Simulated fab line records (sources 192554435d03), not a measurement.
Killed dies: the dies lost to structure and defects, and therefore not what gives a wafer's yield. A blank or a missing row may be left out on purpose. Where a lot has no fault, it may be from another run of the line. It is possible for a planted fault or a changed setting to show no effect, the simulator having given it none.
Matching of chambers | flow n5Finfet | uvCure-01 running N5_BEOL_M7_CURE_74: 3 sister chambers
The step cures SiCOH lowk, time 240 s. 6 wafers are shown with their chamber, then 12 later ones without.

== WAFERS WITH THEIR CHAMBER ==
wafer  | chamber | wafer_temp_C_max | lampPowerPct (%)
L085.3 | 0       | 387.4            | 52.35
L085.6 | 0       | 386.7            | 52.43
L086.3 | 2       | 386.5            | 52.32
L086.6 | 2       | 386.0            | 52.29
L087.3 | 1       | 386.8            | 52.33
L087.6 | 1       | 386.7            | 52.25

== WAFERS WITH NO CHAMBER GIVEN ==
wafer  | wafer_temp_C_max | lampPowerPct (%)
L089.2 | 386.3            | 52.30
L089.3 | 385.6            | 52.37
L089.4 | 385.9            | 52.32
L091.3 | 386.1            | 52.30
L091.5 | 386.2            | 52.34
L091.6 | 385.5            | 52.32
L094.1 | 386.5            | 52.38
L094.2 | 386.1            | 52.45
L094.5 | 385.9            | 52.33
L096.2 | 386.9            | 52.40
L096.3 | 386.5            | 52.35
L096.4 | 386.9            | 52.32

== THE CHAMBER EACH PASSED THROUGH ==
wafer  | from the rows above          | in truth
L089.2 | can't be placed: 2 or 1      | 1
L089.3 | can't be placed: 2 or 1 or 0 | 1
L089.4 | can't be placed: 2 or 1      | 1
L091.3 | can't be placed: 2 or 1      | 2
L091.5 | can't be placed: 2 or 1 or 0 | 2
L091.6 | can't be placed: 2 or 1      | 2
L094.1 | can't be placed: 0 or 2 or 1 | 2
L094.2 | can't be placed: 0 or 2 or 1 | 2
L094.5 | can't be placed: 2 or 1      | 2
L096.2 | can't be placed: 0 or 1      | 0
L096.3 | can't be placed: 2 or 1 or 0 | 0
L096.4 | can't be placed: 1 or 0 or 2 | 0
Placed correctly: 0 of 12. Cannot be placed on the basis of these rows: 12; the candidates contain the true chamber in 12. Number placed wrongly: 0.
How it was worked out, from the rows above alone: a wafer's distance from a chamber is the root of the sum, over the readings, of the square of ((its reading less the chamber's mean) divided by the reading's scatter). The wafer belongs to the nearest chamber; if the next one is less than 2 further off, it can't be placed. A chamber's mean is the mean of its shown wafers. The scatter: the root of (the sum of the squares of (reading less its chamber's mean) over the shown wafers, divided by (wafers less chambers)).
